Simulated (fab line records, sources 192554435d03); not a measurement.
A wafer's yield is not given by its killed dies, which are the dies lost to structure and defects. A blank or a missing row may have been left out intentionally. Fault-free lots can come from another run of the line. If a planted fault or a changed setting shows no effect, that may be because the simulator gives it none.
What tool caused it?    flow n5-finfet    12 lots, 35 wafers sampled, at 2 steps of a route of 1938

WHAT THE GAUGES SHOWED, per wafer
N5_BEOL_M8_INSPECT_58: inspects for defects (darkfield). Usual: raw-defect-count at 76, with a standard deviation of 22.
lot   measured      on                 raw-defect-count  flag
L995  day 10 19:52  defect-inspect-01  113 82            
L994  day 10 20:13  defect-inspect-01  85 44 97          
L996  day 11 05:56  defect-inspect-01  79 61 97          
L999  day 11 18:07  defect-inspect-01  59 60 54          
L106  day 13 01:04  defect-inspect-02  59 82 58          
L105  day 13 01:42  defect-inspect-02  35 60 58          
L107  day 13 03:36  defect-inspect-02  61 54 41          
L108  day 13 11:32  defect-inspect-02  114 95 89         
L110  day 14 09:41  defect-inspect-01  68 72 53          
L109  day 14 10:13  defect-inspect-02  61 44 48          
L111  day 14 20:34  defect-inspect-01  69 74 67          
L113  day 15 01:49  defect-inspect-02  55 66 45          

N5_BEOL_M9_INSPECT_13: inspects for defects (brightfield). Usual: raw-defect-count at 415, with a standard deviation of 110.
lot   measured      on                 raw-defect-count  flag
L995  day 10 21:33  defect-inspect-01  715 567           
L994  day 10 22:59  defect-inspect-01  535 614 528       
L996  day 11 07:40  defect-inspect-01  427 324 381       
L999  day 11 20:14  defect-inspect-02  285 321 328       
L106  day 13 02:41  defect-inspect-02  360 314 288       
L105  day 13 05:19  defect-inspect-02  375 350 390       
L107  day 13 07:07  defect-inspect-02  340 404 355       
L108  day 13 14:13  defect-inspect-02  399 384 319       
L110  day 14 13:41  defect-inspect-01  492 384 467       
L109  day 14 13:51  defect-inspect-02  485 489 487       
L111  day 14 21:56  defect-inspect-02  275 311 323       
L113  day 15 04:26  defect-inspect-01  296 450 328       

WHAT TOOL EACH LOT RAN ON (gives the tool, then ch and the chambers of the sampled wafers, and finally the start)
Before these readings, the record contains no process step.

AS READ BY THE TOOLS THEMSELVES (means over the sampled wafers that have a number; for cases with no such wafer, the mark the record gives instead)
The record holds no such reading with a usual standard deviation.

THE ANSWER, worked out from the rows above alone
Rule: lot off if the mean of its wafers having a number is beyond 3 standard deviations from the usual mean. Also off: a lot with no number at a reading for which 4 or more lots have one. Where the step has rows for the other lots, those lots are counted as sound. The gauges are gone through in route order, then the tools' own readings, and for those a lot's mean is taken as printed above. The first step at which some lot is off is used, and at that step the reading that is off furthest; a lot without a number counts as furthest.
Across all readings shown, no lot is off: no conclusion can be drawn from this.

WHAT HAD BEEN PUT IN BY THE SIMULATOR
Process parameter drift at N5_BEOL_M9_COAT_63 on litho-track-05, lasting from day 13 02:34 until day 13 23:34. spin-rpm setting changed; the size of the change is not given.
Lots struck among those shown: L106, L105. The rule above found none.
